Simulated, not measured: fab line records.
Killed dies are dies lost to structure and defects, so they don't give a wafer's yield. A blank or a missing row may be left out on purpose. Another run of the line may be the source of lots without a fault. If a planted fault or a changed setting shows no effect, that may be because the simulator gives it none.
The tool behind it: which one? / flow n5Finfet / 36 wafers sampled from 12 lots at 1 step of a route of 1938

## WHAT EACH GAUGE READ, for each wafer
N5_GATE_CUT_INSPECT_26: inspects for defects (darkfield).
lot=L075; measured=day 5 02:06; on=defectInspect-01; rawDefectCount=28 14 33
lot=L077; measured=day 5 17:19; on=defectInspect-01; rawDefectCount=30 34 38
lot=L079; measured=day 5 22:03; on=defectInspect-02; rawDefectCount=33 26 27
lot=L081; measured=day 6 07:49; on=defectInspect-02; rawDefectCount=27 38 47
lot=L083; measured=day 6 21:38; on=defectInspect-02; rawDefectCount=24 20 42
lot=L085; measured=day 7 15:59; on=defectInspect-02; rawDefectCount=51 58 52
lot=L087; measured=day 7 22:39; on=defectInspect-01; rawDefectCount=43 71 22
lot=L089; measured=day 8 10:34; on=defectInspect-02; rawDefectCount=30 35 55
lot=L091; measured=day 8 19:20; on=defectInspect-02; rawDefectCount=47 17 22
lot=L093; measured=day 9 12:59; on=defectInspect-01; rawDefectCount=41 33 21
lot=L095; measured=day 9 23:13; on=defectInspect-02; rawDefectCount=39 57 114
lot=L097; measured=day 10 09:37; on=defectInspect-02; rawDefectCount=42 32 49

## EACH LOT AND THE TOOL THAT RAN IT (in order: tool; ch and the chambers of the sampled wafers; start)
There is no process step in the record ahead of these readings.

## THE ANSWER, worked out from the rows above alone
Rule: usual is defined by the lots themselves. The widest of any qualifying gaps counts: lots, ordered by their means at a reading, are off when they make up no more than a third of the lots, leave a main group of 4 or more, and stand apart from it by 3 or more times the standard deviation of that group's means. If all means in a main group match to the digits the tables above print for the reading, that group is not used. A lot without any number at a reading at which 4 lots or more have one is off too. Any other lot the step has rows for is counted as sound.
Nothing can be told from this: no lot is off at any reading shown.

## WHAT THE SIMULATOR PUT IN
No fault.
